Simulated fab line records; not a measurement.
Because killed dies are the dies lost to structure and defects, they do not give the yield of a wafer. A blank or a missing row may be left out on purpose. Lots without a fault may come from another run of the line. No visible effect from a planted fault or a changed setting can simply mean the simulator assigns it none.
fab line records	flow nand-harc
[record] lots = 24	wafers = 72	last-day = 34
route steps=1302 shown A_CONTACT@985
lots with no fault: from the same line, run without faults
start-h: hours from the record's first day to the start of the lot's first wafer shown	wait-h: hours since the lot's step before	" same as the row above	L1.1+2: a row that stands for several wafers	- value missing, or start not given	* or withheld: withheld	< > ~ a bound
route shown NAME@n: names a module that has steps shown in the file, with the first one's number in the route	usual: mean/standard deviation of fault-free wafers	same: alike in all rows	chamber/n: place in a boat	sites: readings site by site	_std_site: the values' standard deviation	_edge_site: the outer-site mean with the inner-site mean subtracted	radius-mm: how far each site lies from the wafer's centre	mask NAME#n: copy n	behind: the tool/chamber that last shaped the wafer	hold: the reason the lot was held/the length of the hold in hours/how it ended	device: transistor that didn't switch, given as n, p or np	end of line: the route-end tests of the same wafers	for a step that has no rows: nothing shown but its recipe	killed: count of dies lost to structure and defects at first sort (not the wafer's yield)	map: shows each die of a wafer: x if killed, . if not, _ if none is there
set.NAME: the setting as run; set.NAME@STEP: as run at that earlier step	model.NAME: the simulator's own value behind a step, which no gauge read
a sample of lots followed through the steps of the route, with each step as a table and each wafer as a row
services: a tool's chamber out of use, with start hour (start-h, from the record's first day; less than 0 if before it), hours out, and reason
[[steps]]
[step NHARC_A_CONTACT_DEP_28]
[recipe] target-thk-a = 70000	temp-c = 400	material = aC
[usual] throttle-valve-pct = 34.999/0.0094
lot.wafer	tool	chamber	start-h	wait-h	throttle-valve-pct
L074.2	acl-dep-02	0	486.56	5.8	34.985
L074.4	"	0	487.99	7.2	35.005
L074.5	"	0	"	"	34.995
L075.2	acl-dep-03	0	502.96	4.1	34.989
L075.4	"	0	504.39	5.5	34.999
L075.5	"	0	"	"	35.011
L077.1	acl-dep-03	0	513.92	0.1	34.978
L077.4	"	0	516.04	2.2	34.990
L077.6	"	0	517.46	3.6	35.001
L079.4	acl-dep-01	0	516.00	2.1	35.009
L079.5	"	0	"	"	34.992
L079.6	"	0	"	"	35.006
L078.1	acl-dep-01	0	521.81	1.7	35.004
L078.3	"	0	523.22	3.1	35.000
L078.5	"	0	524.63	4.5	34.986
L076.1	acl-dep-03	0	521.89	1.4	35.010
L076.2	"	0	"	"	34.982
L076.6	"	0	525.43	4.9	34.995
L080.2	acl-dep-03	0	546.74	2.3	35.000
L080.4	"	0	548.12	3.6	34.986
L080.5	"	0	"	"	35.012
L081.2	acl-dep-03	0	557.18	1.2	35.003
L081.4	"	0	558.59	2.6	35.006
L081.5	"	0	"	"	34.994
L082.1	acl-dep-02	0	559.71	3.5	35.005
L082.3	"	0	561.14	4.9	34.997
L082.4	"	0	"	"	35.005
L085.1	acl-dep-03	0	595.00	0.1	35.015
L085.2	"	0	"	"	34.991
L085.6	"	0	598.53	3.6	35.004
L084.3	acl-dep-01	0	601.93	1.5	34.998
L084.4	"	0	"	"	34.999
L084.5	"	0	"	"	35.013
L086.3	acl-dep-03	0	601.95	1.5	34.986
L086.5	"	0	603.38	2.9	34.989
L086.6	"	0	"	"	35.007
L083.2	acl-dep-03	0	609.73	0.8	34.983
L083.3	"	0	"	"	34.988
L083.4	"	0	"	"	34.993
L087.2	acl-dep-03	0	622.16	9.0	35.001
L087.4	"	0	623.56	10.4	35.003
L087.6	"	0	624.97	11.8	35.003
L089.3	acl-dep-01	0	631.29	8.2	35.000
L089.4	"	0	"	"	34.981
L089.6	"	0	633.42	10.3	35.007
L088.2	acl-dep-02	0	631.76	8.5	34.994
L088.3	"	0	"	"	34.996
L088.4	"	0	"	"	34.998
L090.4	acl-dep-02	0	649.19	2.2	35.010
L090.5	"	0	"	"	35.002
L090.6	"	0	"	"	34.993
L091.1	acl-dep-03	0	661.57	1.0	35.002
L091.3	"	0	663.00	2.4	34.990
L091.5	"	0	664.43	3.8	35.003
L092.1	acl-dep-01	0	662.52	1.8	35.003
L092.4	"	0	664.63	3.9	34.998
L092.5	"	0	"	"	35.005
L093.2	acl-dep-01	0	676.94	1.2	35.000
L093.4	"	0	678.37	2.7	35.014
L093.5	"	0	"	"	35.009
L094.2	acl-dep-03	0	689.94	4.6	35.012
L094.4	"	0	691.36	6.1	34.996
L094.5	"	0	"	"	34.987
L095.4	acl-dep-02	0	694.02	4.4	34.983
L095.5	"	0	"	"	35.004
L095.6	"	0	"	"	35.001
L096.2	acl-dep-03	0	700.51	0.8	34.986
L096.4	"	0	701.93	2.2	34.987
L096.5	"	0	"	"	34.987
L097.1	acl-dep-02	0	725.74	1.3	34.993
L097.2	"	0	"	"	34.993
L097.5	"	0	728.49	4.1	35.007
[step NHARC_A_CONTACT_ETCH_48]
[recipe] target-depth-a = 390	over-etch-frac = 0.3	time-s = 65	ion-energy-ev = 80	cf4-flow-sccm = 150	ar-flow-sccm = 0	rf-w = 300	bias-w = 100	chemistry = CF4
[usual] drypump-motor-current-A = 5.9/0.36	mfc-ar-sccm = 0.003/0.0038	oes-product-au = 1.001/0.011	rf-vpp-V = 150.8/1.1	showerhead-plenum-p-Torr = 1.74/0.06	throttle-valve-pct = 13.283/0.0091
lot.wafer	tool	chamber	start-h	wait-h	drypump-motor-current-A	mfc-ar-sccm	oes-product-au	rf-hours-counter-h	rf-vpp-V	showerhead-plenum-p-Torr	throttle-valve-pct
L074.2	rie-diel-02	1	491.15	0.1	6.0	0.006	0.983	30	149.6	1.70	13.276
L074.4	"	2	"	"	6.0	0.005	1.012	31	151.1	1.66	13.293
L074.5	"	2	"	"	6.0	0.005	1.006	-	148.4	1.66	13.287
L075.2	rie-diel-03	2	507.54	0.1	6.6	0	1.003	12	149.2	1.65	13.273
L075.4	"	3	"	"	6.3	0.012	1.002	15	150.8	1.76	13.287
L075.5	"	3	"	"	6.3	0.012	0.999	-	151.5	1.76	13.292
L079.4	rie-diel-03	3	519.02	0.1	6.4	0.012	1.000	-	150.7	1.76	13.289
L079.6	"	0	"	"	5.6	0	0.984	-	151.1	1.78	13.286
L079.5	"	2	"	"	6.6	0	0.998	-	149.0	1.65	13.259
L077.1	rie-diel-02	0	519.20	0.1	5.6	0	0.999	41	151.7	1.79	13.275
L077.4	"	1	"	"	5.9	0.006	1.001	41	151.5	1.70	13.291
L077.6	"	2	"	"	6.0	0.005	1.012	-	149.2	1.66	13.279
L078.1	rie-diel-02	3	526.96	0.1	6.1	0.010	1.014	37	150.7	1.75	13.269
L078.3	"	2	"	"	6.0	0.005	0.999	43	148.4	1.66	13.273
L078.5	"	0	"	"	5.6	0	1.008	-	152.2	1.79	13.285
L076.1	rie-diel-03	3	527.16	0.1	6.3	0.012	0.980	20	151.6	1.76	13.273
L076.2	"	0	"	"	5.7	0	0.991	18	151.1	1.78	13.287
L076.6	"	2	"	"	6.6	0	0.989	-	150.3	1.65	13.287
L080.4	rie-diel-03	0	551.16	0.1	5.7	0	0.989	29	149.9	1.78	13.286
L080.2	"	1	"	"	5.6	0	0.988	23	151.6	1.81	13.281
L080.5	"	0	"	"	5.7	0	0.989	-	150.9	1.78	13.279
L081.2	rie-diel-02	0	561.73	0.1	5.6	0	1.016	54	150.3	1.79	13.292
L081.4	"	2	"	"	6.0	0.005	1.013	53	150.1	1.66	13.295
L081.5	"	0	"	"	5.6	0	1.017	-	150.4	1.79	13.275
L082.4	rie-diel-02	0	565.14	0.1	5.7	0	1.021	55	152.0	1.79	13.284
L082.3	"	1	"	"	6.0	0.006	0.989	54	149.7	1.69	13.287
L082.1	"	2	"	"	6.0	0.005	1.013	55	151.1	1.66	13.282
L085.2	rie-diel-03	0	600.13	0.1	5.7	0	0.993	48	150.6	1.77	13.290
L085.1	"	1	"	"	5.6	0	0.996	41	152.3	1.81	13.293
L085.6	"	2	"	"	6.6	0	1.002	-	150.6	1.64	13.299
L084.4	rie-diel-04	0	605.79	0.1	5.6	0	1.005	8	149.7	1.67	13.292
L084.3	"	2	"	"	6.2	0	0.998	8	151.6	1.81	13.276
L084.5	"	0	"	"	5.6	0	1.005	-	148.8	1.67	13.280
L086.3	rie-diel-04	1	605.84	0.1	5.6	0.005	0.994	7	150.7	1.72	13.285
L086.5	"	3	"	"	5.5	0.005	1.012	-	153.1	1.79	13.292
L086.6	"	0	"	"	5.6	0	0.996	-	150.7	1.67	13.276
L083.4	rie-diel-03	1	614.30	0.1	5.6	0	0.991	47	152.5	1.81	13.276
L083.3	"	2	"	"	6.6	0	1.008	51	150.8	1.64	13.277
L083.2	"	0	"	"	5.6	0	0.999	53	151.2	1.77	13.291
L087.2	rie-diel-04	0	626.56	0.1	5.6	0	1.011	12	148.7	1.67	13.282
L087.4	"	3	"	"	5.5	0.005	0.996	12	151.3	1.79	13.284
L087.6	"	0	"	"	5.6	0	1.014	-	150.5	1.67	13.294
L089.3	rie-diel-02	1	635.22	0.1	6.0	0.006	0.999	17	150.6	1.69	13.284
L089.4	"	2	"	"	6.0	0.005	1.014	20	150.1	1.65	13.285
L089.6	"	0	"	"	5.6	0	1.016	-	148.6	1.78	13.286
L088.4	rie-diel-04	0	636.30	0.1	5.6	0	1.012	13	150.0	1.67	13.280
L088.3	"	1	"	"	5.6	0.005	0.996	14	149.7	1.72	13.266
L088.2	"	2	"	"	6.2	0	0.988	14	150.9	1.81	13.289
L090.4	rie-diel-04	1	652.19	0.1	5.6	0.005	1.007	17	149.4	1.72	13.278
L090.6	"	2	"	"	6.3	0	0.998	-	151.9	1.81	13.281
L090.5	"	3	"	"	5.5	0.005	1.005	-	151.3	1.79	13.289
L091.3	rie-diel-04	0	666.90	0.1	5.6	0	1.012	20	150.5	1.66	13.281
L091.1	"	1	"	"	5.6	0.005	1.011	19	150.2	1.72	13.289
L091.5	"	3	"	"	5.5	0.005	1.015	-	151.1	1.79	13.283
L092.4	rie-diel-04	0	668.40	0.1	5.6	0	1.003	21	149.3	1.66	13.273
L092.1	"	1	"	"	5.6	0.005	0.999	20	150.8	1.72	13.287
L092.5	"	0	"	"	5.6	0	1.013	-	150.1	1.66	13.279
L093.2	rie-diel-04	3	682.03	0.1	5.5	0.005	1.010	24	152.5	1.79	13.272
L093.4	"	0	"	"	5.6	0	1.023	22	150.3	1.66	13.286
L093.5	"	2	"	"	6.3	0	0.993	-	151.3	1.81	13.280
L094.2	rie-diel-04	0	694.51	0.1	5.5	0	0.998	24	149.4	1.66	13.284
L094.4	"	1	"	"	5.6	0.005	0.990	23	151.9	1.72	13.270
L094.5	"	3	"	"	5.5	0.005	1.001	-	152.0	1.79	13.270
L095.6	rie-diel-04	3	697.06	0.1	5.5	0.005	1.008	-	150.1	1.79	13.272
L095.5	"	0	"	"	5.6	0	1.011	-	149.4	1.66	13.265
L095.4	"	1	"	"	5.6	0.005	1.000	-	150.9	1.72	13.282
L096.2	rie-diel-04	0	705.13	0.2	5.6	0	1.012	27	149.6	1.66	13.300
L096.4	"	1	"	"	5.6	0.005	0.995	26	151.3	1.72	13.288
L096.5	"	0	"	"	5.6	0	0.999	-	150.0	1.66	13.268
L097.1	rie-diel-03	0	730.90	0.1	5.7	0	1.008	30	150.5	1.76	13.269
L097.2	"	2	"	"	6.6	0	1.011	26	151.3	1.90	13.289
L097.5	"	1	"	"	5.6	0	0.999	-	151.9	1.80	13.282
[step NHARC_A_CONTACT_ETCH_115]
[recipe] source-w = withheld	pressure-mtorr = 20	bias-v = 3000	time-s = 190	target-depth-a = 18500	ar-flow-sccm = withheld	c4f8-flow-sccm = withheld	o2-flow-sccm = withheld	chemistry = C4F8/O2/Ar
lot.wafer	tool	chamber	start-h	wait-h	rf-hours-counter-h
L074.2	har-cap-etch-02	1	493.62	0.1	78
L074.4	"	0	"	"	-
L074.5	"	1	"	"	-
L075.2	har-cap-etch-02	0	510.81	0.1	83
L075.4	"	1	"	"	-
L075.5	"	0	"	"	-
L077.1	har-cap-etch-02	1	521.64	0.1	86
L077.4	"	0	"	"	-
L077.6	"	1	"	"	-
L079.4	har-cap-etch-03	1	521.88	0.1	-
L079.5	"	0	"	"	-
L079.6	"	1	"	"	-
L078.1	har-cap-etch-01	1	529.69	0.2	2
L078.3	"	0	"	"	-
L078.5	"	0	"	"	-
L076.2	har-cap-etch-02	1	529.95	0.1	88
L076.1	"	0	"	"	88
L076.6	"	1	"	"	-
L080.2	har-cap-etch-01	0	553.61	0.1	8
L080.4	"	1	"	"	-
L080.5	"	1	"	"	-
L081.2	har-cap-etch-02	1	564.20	0.1	95
L081.4	"	0	"	"	-
L081.5	"	0	"	"	-
L082.1	har-cap-etch-01	0	567.83	0.1	10
L082.4	"	0	"	"	-
L082.3	"	1	"	"	-
L085.2	har-cap-etch-01	1	602.56	0.1	14
L085.1	"	0	"	"	14
L085.6	"	1	"	"	-
L084.3	har-cap-etch-02	0	608.36	0.1	-
L084.4	"	1	"	"	-
L084.5	"	1	"	"	-
L086.3	har-cap-etch-03	0	609.34	0.1	-
L086.5	"	1	"	"	-
L086.6	"	0	"	"	-
L083.2	har-cap-etch-02	1	616.74	0.1	103
L083.3	"	1	"	"	-
L083.4	"	0	"	"	-
L087.2	har-cap-etch-03	0	629.02	0.1	63
L087.4	"	0	"	"	-
L087.6	"	0	"	"	-
L089.3	har-cap-etch-03	0	637.72	0.1	-
L089.4	"	1	"	"	-
L089.6	"	1	"	"	-
L088.2	har-cap-etch-01	1	639.06	0.1	22
L088.4	"	1	"	"	-
L088.3	"	0	"	"	-
L090.4	har-cap-etch-03	0	654.69	0.1	-
L090.5	"	0	"	"	-
L090.6	"	1	"	"	-
L091.1	har-cap-etch-02	1	669.38	0.1	113
L091.3	"	1	"	"	-
L091.5	"	0	"	"	-
L092.1	har-cap-etch-01	1	671.10	0.1	27
L092.4	"	1	"	"	-
L092.5	"	0	"	"	-
L093.2	har-cap-etch-03	0	684.76	0.2	76
L093.4	"	0	"	"	-
L093.5	"	0	"	"	-
L094.2	har-cap-etch-03	1	697.01	0.1	79
L094.4	"	0	"	"	-
L094.5	"	1	"	"	-
L095.4	har-cap-etch-01	1	700.19	0.2	-
L095.5	"	0	"	"	-
L095.6	"	1	"	"	-
L096.2	har-cap-etch-01	0	708.10	0.1	35
L096.4	"	0	"	"	-
L096.5	"	1	"	"	-
L097.1	har-cap-etch-02	1	734.02	0.1	124
L097.2	"	0	"	"	124
L097.5	"	0	"	"	-
[step NHARC_A_CONTACT_ETCH_117]
[recipe] source-w = withheld	pressure-mtorr = 20	bias-v = 3000	time-s = 190	target-depth-a = 18500	ar-flow-sccm = withheld	c4f8-flow-sccm = withheld	o2-flow-sccm = withheld	chemistry = C4F8/O2/Ar
lot.wafer	tool	chamber	start-h	wait-h	rf-hours-counter-h
L074.2	har-cap-etch-02	1	493.96	0.1	78
L074.4	"	0	"	"	-
L074.5	"	1	"	"	-
L075.2	har-cap-etch-02	0	511.15	0.1	84
L075.4	"	1	"	"	-
L075.5	"	0	"	"	-
L077.1	har-cap-etch-02	1	521.98	0.1	86
L077.4	"	0	"	"	-
L077.6	"	1	"	"	-
L079.4	har-cap-etch-03	1	522.22	0.1	-
L079.5	"	0	"	"	-
L079.6	"	1	"	"	-
L078.1	har-cap-etch-01	1	530.14	0.2	3
L078.3	"	0	"	"	-
L078.5	"	0	"	"	-
L076.2	har-cap-etch-02	1	530.29	0.1	88
L076.1	"	0	"	"	88
L076.6	"	1	"	"	-
L080.2	har-cap-etch-01	0	553.95	0.1	8
L080.4	"	1	"	"	-
L080.5	"	1	"	"	-
L081.2	har-cap-etch-02	1	564.55	0.1	95
L081.4	"	0	"	"	-
L081.5	"	0	"	"	-
L082.1	har-cap-etch-01	0	568.17	0.1	10
L082.4	"	0	"	"	-
L082.3	"	1	"	"	-
L085.2	har-cap-etch-01	1	602.91	0.1	14
L085.1	"	0	"	"	14
L085.6	"	1	"	"	-
L084.3	har-cap-etch-02	0	608.70	0.1	-
L084.4	"	1	"	"	-
L084.5	"	1	"	"	-
L086.3	har-cap-etch-03	0	609.68	0.1	-
L086.5	"	1	"	"	-
L086.6	"	0	"	"	-
L083.2	har-cap-etch-02	1	617.09	0.1	103
L083.3	"	1	"	"	-
L083.4	"	0	"	"	-
L087.2	har-cap-etch-03	0	629.36	0.1	63
L087.4	"	0	"	"	-
L087.6	"	0	"	"	-
L089.3	har-cap-etch-03	0	638.06	0.1	-
L089.4	"	1	"	"	-
L089.6	"	1	"	"	-
L088.2	har-cap-etch-01	1	639.40	0.1	22
L088.4	"	1	"	"	-
L088.3	"	0	"	"	-
L090.4	har-cap-etch-03	0	655.03	0.1	-
L090.5	"	0	"	"	-
L090.6	"	1	"	"	-
L091.1	har-cap-etch-02	1	669.72	0.1	114
L091.3	"	1	"	"	-
L091.5	"	0	"	"	-
L092.1	har-cap-etch-01	1	671.44	0.1	27
L092.4	"	1	"	"	-
L092.5	"	0	"	"	-
L093.2	har-cap-etch-03	0	685.21	0.2	77
L093.4	"	0	"	"	-
L093.5	"	0	"	"	-
L094.2	har-cap-etch-03	1	697.35	0.1	79
L094.4	"	0	"	"	-
L094.5	"	1	"	"	-
L095.4	har-cap-etch-01	1	700.64	0.2	-
L095.5	"	0	"	"	-
L095.6	"	1	"	"	-
L096.2	har-cap-etch-01	0	708.44	0.1	35
L096.4	"	0	"	"	-
L096.5	"	1	"	"	-
L097.1	har-cap-etch-02	1	734.36	0.1	125
L097.2	"	0	"	"	125
L097.5	"	0	"	"	-
[step NHARC_A_CONTACT_ETCH_126]
[recipe] source-w = withheld	pressure-mtorr = 20	bias-v = 3000	time-s = 197	target-depth-a = 19180	ar-flow-sccm = withheld	c4f8-flow-sccm = withheld	o2-flow-sccm = withheld	chemistry = C4F8/O2/Ar
lot.wafer	tool	chamber	start-h	wait-h	rf-hours-counter-h
L074.2	har-cap-etch-03	0	505.14	0.1	42
L074.4	"	1	"	"	-
L074.5	"	0	"	"	-
L075.2	har-cap-etch-01	1	520.92	0.2	0
L075.4	"	1	"	"	-
L075.5	"	0	"	"	-
L077.1	har-cap-etch-02	0	533.97	0.1	90
L077.4	"	0	"	"	-
L077.6	"	0	"	"	-
L079.4	har-cap-etch-03	0	534.49	0.2	-
L079.6	"	1	"	"	-
L079.5	"	0	"	"	-
L078.1	har-cap-etch-01	0	540.63	0.1	4
L078.3	"	1	"	"	-
L078.5	"	1	"	"	-
L076.2	har-cap-etch-02	1	541.14	0.1	92
L076.1	"	0	"	"	92
L076.6	"	1	"	"	-
L080.2	har-cap-etch-03	0	567.14	0.1	54
L080.4	"	1	"	"	-
L080.5	"	0	"	"	-
L081.2	har-cap-etch-02	0	574.70	0.1	97
L081.4	"	0	"	"	-
L081.5	"	1	"	"	-
L082.1	har-cap-etch-01	0	577.71	0.2	12
L082.3	"	0	"	"	-
L082.4	"	1	"	"	-
L085.2	har-cap-etch-01	1	613.34	1.4	16
L085.1	"	0	"	"	16
L085.6	"	1	"	"	-
L084.3	har-cap-etch-03	0	622.17	0.1	-
L084.4	"	1	"	"	-
L084.5	"	0	"	"	-
L086.3	har-cap-etch-01	1	625.29	0.1	-
L086.6	"	1	"	"	-
L086.5	"	0	"	"	-
L083.2	har-cap-etch-01	1	633.96	0.1	20
L083.3	"	0	"	"	-
L083.4	"	1	"	"	-
L087.2	har-cap-etch-03	0	641.61	0.1	67
L087.4	"	1	"	"	-
L087.6	"	1	"	"	-
L089.4	har-cap-etch-01	0	647.76	0.3	-
L089.3	"	1	"	"	-
L089.6	"	1	"	"	-
L088.2	har-cap-etch-03	1	648.53	0.1	69
L088.3	"	0	"	"	-
L088.4	"	1	"	"	-
L090.4	har-cap-etch-03	1	665.34	0.1	-
L090.5	"	0	"	"	-
L090.6	"	1	"	"	-
L091.1	har-cap-etch-02	1	679.05	0.1	115
L091.3	"	0	"	"	-
L091.5	"	0	"	"	-
L092.1	har-cap-etch-01	1	681.49	0.1	29
L092.4	"	0	"	"	-
L092.5	"	1	"	"	-
L093.2	har-cap-etch-02	1	698.24	0.1	118
L093.4	"	0	"	"	-
L093.5	"	0	"	"	-
L094.2	har-cap-etch-03	1	706.85	0.1	81
L094.4	"	0	"	"	-
L094.5	"	1	"	"	-
L095.4	har-cap-etch-03	0	710.92	0.1	-
L095.6	"	0	"	"	-
L095.5	"	1	"	"	-
L096.2	har-cap-etch-01	0	717.76	0.1	37
L096.4	"	1	"	"	-
L096.5	"	0	"	"	-
L097.1	har-cap-etch-02	0	747.48	0.1	126
L097.2	"	1	"	"	126
L097.5	"	1	"	"	-
[step NHARC_A_CONTACT_ETCH_133]
[recipe] source-w = withheld	pressure-mtorr = 20	bias-v = 400	time-s = 374	target-depth-a = 16100	ar-flow-sccm = withheld	c4f8-flow-sccm = 11.5	o2-flow-sccm = 7.2	chemistry = C4F8/O2/Ar
lot.wafer	tool	chamber	start-h	wait-h	rf-hours-counter-h
L074.2	har-cap-etch-03	0	506.37	0.1	43
L074.4	"	1	"	"	-
L074.5	"	0	"	"	-
L075.2	har-cap-etch-01	1	522.62	0.3	1
L075.4	"	1	"	"	-
L075.5	"	0	"	"	-
L077.1	har-cap-etch-02	0	535.25	0.2	91
L077.4	"	0	"	"	-
L077.6	"	0	"	"	-
L079.4	har-cap-etch-03	0	536.23	0.3	-
L079.6	"	1	"	"	-
L079.5	"	0	"	"	-
L078.1	har-cap-etch-01	0	541.91	0.2	6
L078.3	"	1	"	"	-
L078.5	"	1	"	"	-
L076.2	har-cap-etch-02	1	542.37	0.1	93
L076.1	"	0	"	"	93
L076.6	"	1	"	"	-
L080.2	har-cap-etch-03	0	568.38	0.1	55
L080.4	"	1	"	"	-
L080.5	"	0	"	"	-
L081.2	har-cap-etch-02	0	575.97	0.2	98
L081.4	"	0	"	"	-
L081.5	"	1	"	"	-
L082.1	har-cap-etch-01	0	578.94	0.1	13
L082.3	"	0	"	"	-
L082.4	"	1	"	"	-
L085.2	har-cap-etch-01	1	614.59	0.1	17
L085.1	"	0	"	"	17
L085.6	"	1	"	"	-
L084.3	har-cap-etch-03	0	623.49	0.2	-
L084.4	"	1	"	"	-
L084.5	"	0	"	"	-
L086.3	har-cap-etch-01	1	626.61	0.2	-
L086.6	"	1	"	"	-
L086.5	"	0	"	"	-
L083.2	har-cap-etch-01	1	635.23	0.2	21
L083.3	"	0	"	"	-
L083.4	"	1	"	"	-
L087.2	har-cap-etch-03	0	642.90	0.2	68
L087.4	"	1	"	"	-
L087.6	"	1	"	"	-
L088.2	har-cap-etch-03	1	649.81	0.2	70
L088.3	"	0	"	"	-
L088.4	"	1	"	"	-
L089.4	har-cap-etch-01	0	650.10	0.4	-
L089.3	"	1	"	"	-
L089.6	"	1	"	"	-
L090.4	har-cap-etch-03	1	666.70	0.3	-
L090.5	"	0	"	"	-
L090.6	"	1	"	"	-
L091.1	har-cap-etch-02	1	680.28	0.1	116
L091.3	"	0	"	"	-
L091.5	"	0	"	"	-
L092.1	har-cap-etch-01	1	682.74	0.1	30
L092.4	"	0	"	"	-
L092.5	"	1	"	"	-
L093.2	har-cap-etch-02	1	699.52	0.2	119
L093.4	"	0	"	"	-
L093.5	"	0	"	"	-
L094.2	har-cap-etch-03	1	708.13	0.2	82
L094.4	"	0	"	"	-
L094.5	"	1	"	"	-
L095.4	har-cap-etch-03	0	712.23	0.2	-
L095.6	"	0	"	"	-
L095.5	"	1	"	"	-
L096.2	har-cap-etch-01	0	719.00	0.1	38
L096.4	"	1	"	"	-
L096.5	"	0	"	"	-
L097.1	har-cap-etch-02	0	748.72	0.1	128
L097.2	"	1	"	"	128
L097.5	"	1	"	"	-
[[services]]
tool	chamber	start-h	hours	kind
acl-dep-03	-	484.11	13.0	pm
rie-diel-03	0	485.25	7.6	repair
rie-diel-04	0	487.06	-	clean
har-cap-etch-01	-	497.00	17.0	pm
har-cap-etch-01	0	497.00	17.0	vent-cycle
har-cap-etch-01	1	497.00	17.0	vent-cycle
har-cap-etch-01	0	514.00	-	clean
har-cap-etch-01	0	514.00	-	consumable-replace:focus-ring
har-cap-etch-01	1	514.00	-	clean
rie-diel-03	1	518.37	15.8	repair
rie-diel-04	-	531.90	9.0	pm
acl-dep-01	-	549.66	13.0	pm
rie-diel-02	-	572.22	9.0	pm
acl-dep-02	-	609.35	13.0	pm
rie-diel-03	-	635.98	9.0	pm
acl-dep-03	-	665.86	13.0	pm
rie-diel-03	2	686.75	4.4	repair
rie-diel-03	1	698.73	5.7	repair
har-cap-etch-02	-	702.83	0.5	repair
rie-diel-04	1	728.03	7.0	repair
rie-diel-03	3	729.27	9.7	repair
rie-diel-02	1	730.55	5.9	repair
acl-dep-01	-	730.66	13.0	pm
rie-diel-03	3	745.25	21.0	repair
[[key]]
fault none
